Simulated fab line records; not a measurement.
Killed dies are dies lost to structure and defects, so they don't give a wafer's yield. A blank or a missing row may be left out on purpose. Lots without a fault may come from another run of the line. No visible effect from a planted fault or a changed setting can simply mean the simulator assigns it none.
Which of the tools did it? | flow nand harc | Sampling: 12 lots, 36 wafers, 5 of 1159 route steps

WHAT THE GAUGES READ, wafer by wafer
NHARC_END_SORT_01.
lot  | measured     | on        | defect limited yield (%) | killed at array | killed at other | killed at periphery | killed dies | killed open | killed short | sort_bin_2_pct (%) | sort_bin_3_pct (%) | sort_bin_4_pct (%) | sort n pass | sort rim yield pct (%) | sort yield pct (%)
L423 | day 25 23:12 | prober-02 | 0 97.0 95.1              | 23 14 30        | 3 4 3           | 651 2 0             | 677 20 33   | 2 5 3       | 0 1 0        | 97.3 0.9 1.5       | 0.44 0 0.30        | 2.2 2.1 3.1        | 0 657 644   | 0 98.1 97.2            | 0 97.0 95.1
L426 | day 26 14:43 | prober-02 | 93.5 94.2 0              | 42 34 28        | 0 0 1           | 2 5 648             | 44 39 677   | 5 6 3       | 3 1 2        | 1.9 2.1 97.2       | 0 0.30 0.30        | 4.6 3.4 2.5        | 633 638 0   | 94.3 98.1 0            | 93.5 94.2 0

TOOL THAT RAN EACH LOT (tool first, then ch and the chambers of the sampled wafers, then the start)
lot  | NHARC_P_M2_PVD_21            | NHARC_HYBRID_BOND_ACTIVATE_00      | NHARC_THIN_TSV_DESCUM_14           | NHARC_THIN_TSV_DEGAS_49
L408 | pvd sputter-02, day 5 19:43  | rie diel-09 ch 1,2, day 19 09:17   | rie diel-02 ch 1,2,3, day 19 22:10 | pvd sputter-01, day 20 01:01
L409 | pvd sputter-01, day 6 17:27  | rie diel-08 ch 0,1,2, day 19 15:11 | rie diel-06 ch 1,2,3, day 20 05:37 | pvd sputter-02, day 20 08:22
L410 | pvd sputter-01, day 6 18:43  | rie diel-08 ch 0,1,2, day 19 17:17 | rie diel-02 ch 0,2,3, day 20 04:16 | pvd sputter-02, day 20 07:45
L411 | pvd sputter-01, day 6 21:21  | rie diel-08 ch 1,2,3, day 19 21:36 | rie diel-05 ch 1,3, day 20 12:26   | pvd sputter-01, day 20 15:19
L412 | pvd sputter-03, day 7 03:09  | rie diel-09 ch 0,3, day 21 00:01   | rie diel-06 ch 0,2, day 21 14:39   | pvd sputter-01, day 21 17:16
L413 | pvd sputter-01, day 7 10:27  | rie diel-11 ch 0,3, day 20 17:52   | rie diel-05 ch 0,1,3, day 21 06:27 | pvd sputter-01, day 21 09:19
L414 | pvd sputter-02, day 8 00:21  | rie diel-09 ch 1,3, day 23 08:56   | rie diel-05 ch 1,2,3, day 23 21:11 | pvd sputter-03, day 23 23:49
L415 | pvd sputter-02, day 8 03:07  | rie diel-08 ch 1,2,3, day 24 06:38 | rie diel-06 ch 0,2,3, day 24 19:16 | pvd sputter-01, day 24 21:53
L417 | pvd sputter-02, day 8 11:11  | rie diel-08 ch 2,3, day 22 23:23   | rie diel-05 ch 1,2,3, day 23 13:06 | pvd sputter-02, day 23 16:58
L423 | pvd sputter-02, day 10 14:02 | rie diel-09 ch 2, day 24 19:14     | rie diel-02 ch 0, day 25 07:44     | pvd sputter-01, day 25 10:34
L426 | pvd sputter-02, day 10 17:01 | rie diel-08 ch 0,2, day 25 00:28   | rie diel-02 ch 2,3, day 25 14:23   | pvd sputter-02, day 25 16:59
L431 | pvd sputter-03, day 12 07:58 | rie diel-09 ch 0,1,2, day 25 08:28 | rie diel-06 ch 0,2,3, day 25 19:15 | pvd sputter-03, day 25 22:07
- NHARC_P_M2_PVD_21: deposits Cu, target thk 30 nm, time 20.49 s.
- NHARC_HYBRID_BOND_ACTIVATE_00: chemistry N2, time 60 s.
- NHARC_THIN_TSV_DESCUM_14: chemistry O2, time 3 s.
- NHARC_THIN_TSV_DEGAS_49: time 120 s.

AS READ BY THE TOOLS THEMSELVES (means over the sampled wafers that have a number; for cases with no such wafer, the mark the record gives instead)
NHARC_P_M2_PVD_21.
lot  | tool           | throttle valve pct (%)
L408 | pvd sputter-02 | 30.2
L409 | pvd sputter-01 | 29.1
L410 | pvd sputter-01 | 29.6
L411 | pvd sputter-01 | 29.4
L412 | pvd sputter-03 | 30.1
L413 | pvd sputter-01 | 29.9
L414 | pvd sputter-02 | 30.1
L415 | pvd sputter-02 | 30.0
L417 | pvd sputter-02 | 30.0
L423 | pvd sputter-02 | 29.5
L426 | pvd sputter-02 | 29.6
L431 | pvd sputter-03 | 29.8

NHARC_HYBRID_BOND_ACTIVATE_00.
lot  | tool        | drypump motor current A (A) | oes product au (a.u.) | rf vpp V (V) | showerhead plenum p Torr (Torr)
L408 | rie diel-09 | 5.37                        | 1.007                 | 64.1         | 1.86
L409 | rie diel-08 | 5.45                        | 0.997                 | 65.2         | 1.81
L410 | rie diel-08 | 5.45                        | 0.998                 | 63.9         | 1.81
L411 | rie diel-08 | 5.52                        | 0.997                 | 64.1         | 1.84
L412 | rie diel-09 | 5.09                        | 0.996                 | 63.8         | 1.73
L413 | rie diel-11 | 5.65                        | 1.002                 | 63.5         | 1.69
L414 | rie diel-09 | 5.34                        | 1.003                 | 64.7         | 1.85
L415 | rie diel-08 | 5.51                        | 0.990                 | 64.1         | 1.83
L417 | rie diel-08 | 5.77                        | 0.999                 | 65.6         | 1.86
L423 | rie diel-09 | 5.28                        | 1.000                 | 63.8         | 1.76
L426 | rie diel-08 | 5.59                        | 0.986                 | 64.4         | 1.81
L431 | rie diel-09 | 5.15                        | 1.007                 | 64.3         | 1.76

NHARC_THIN_TSV_DESCUM_14.
lot  | tool        | drypump motor current A (A) | oes product au (a.u.) | rf vpp V (V) | showerhead plenum p Torr (Torr) | throttle valve pct (%)
L408 | rie diel-02 | 5.6                         | 1.007                 | 58.7         | 1.99                            | 11.308
L409 | rie diel-06 | 5.6                         | 0.998                 | 58.5         | 2.00                            | 11.315
L410 | rie diel-02 | 5.8                         | 1.001                 | 57.7         | 1.93                            | 11.312
L411 | rie diel-05 | 5.9                         | 1.003                 | 57.4         | 1.90                            | 11.300
L412 | rie diel-06 | 5.7                         | 0.999                 | 57.4         | 1.81                            | 11.319
L413 | rie diel-05 | 5.5                         | 1.009                 | 57.7         | 1.90                            | 11.313
L414 | rie diel-05 | 5.5                         | 0.988                 | 56.9         | 1.88                            | 11.317
L415 | rie diel-06 | 5.5                         | 1.000                 | 58.4         | 1.90                            | 11.312
L417 | rie diel-05 | 5.5                         | 0.989                 | 57.4         | 1.88                            | 11.311
L423 | rie diel-02 | 6.0                         | 0.998                 | 57.8         | 1.87                            | 11.296
L426 | rie diel-02 | 5.7                         | 1.003                 | 57.7         | 1.96                            | 11.315
L431 | rie diel-06 | 5.5                         | 0.997                 | 57.2         | 1.90                            | 11.311

NHARC_THIN_TSV_DEGAS_49.
lot  | tool           | heater power w (W)
L408 | pvd sputter-01 | 485
L409 | pvd sputter-02 | 503
L410 | pvd sputter-02 | 463
L411 | pvd sputter-01 | 484
L412 | pvd sputter-01 | 505
L413 | pvd sputter-01 | 490
L414 | pvd sputter-03 | 443
L415 | pvd sputter-01 | 483
L417 | pvd sputter-02 | 491
L423 | pvd sputter-01 | 506
L426 | pvd sputter-02 | 484
L431 | pvd sputter-03 | 455

THE ANSWER, worked out from the rows above alone
Rule: the lots themselves supply what counts as usual. Put in order of their means at a reading, lots are off if they are a third of the lots or fewer, leave a main group of 4 or more, and stand apart from it by a gap of 3 or more times the standard deviation of the main group's means; of several such gaps the widest counts. The tables above print the reading to a certain number of digits; a main group whose means all agree to those digits is not used. A lot without any number at a reading at which 4 lots or more have one is off too. Any other lot the step has rows for is counted as sound. First the gauges in route order, then the tools' own readings, where a lot's mean is used as printed above. The first step at which some lot is off is used, and at that step the reading that is off furthest; a lot without a number counts as furthest.
No lot is off at any reading shown: from this, nothing can be told.

WHAT THE SIMULATOR HAD PUT IN
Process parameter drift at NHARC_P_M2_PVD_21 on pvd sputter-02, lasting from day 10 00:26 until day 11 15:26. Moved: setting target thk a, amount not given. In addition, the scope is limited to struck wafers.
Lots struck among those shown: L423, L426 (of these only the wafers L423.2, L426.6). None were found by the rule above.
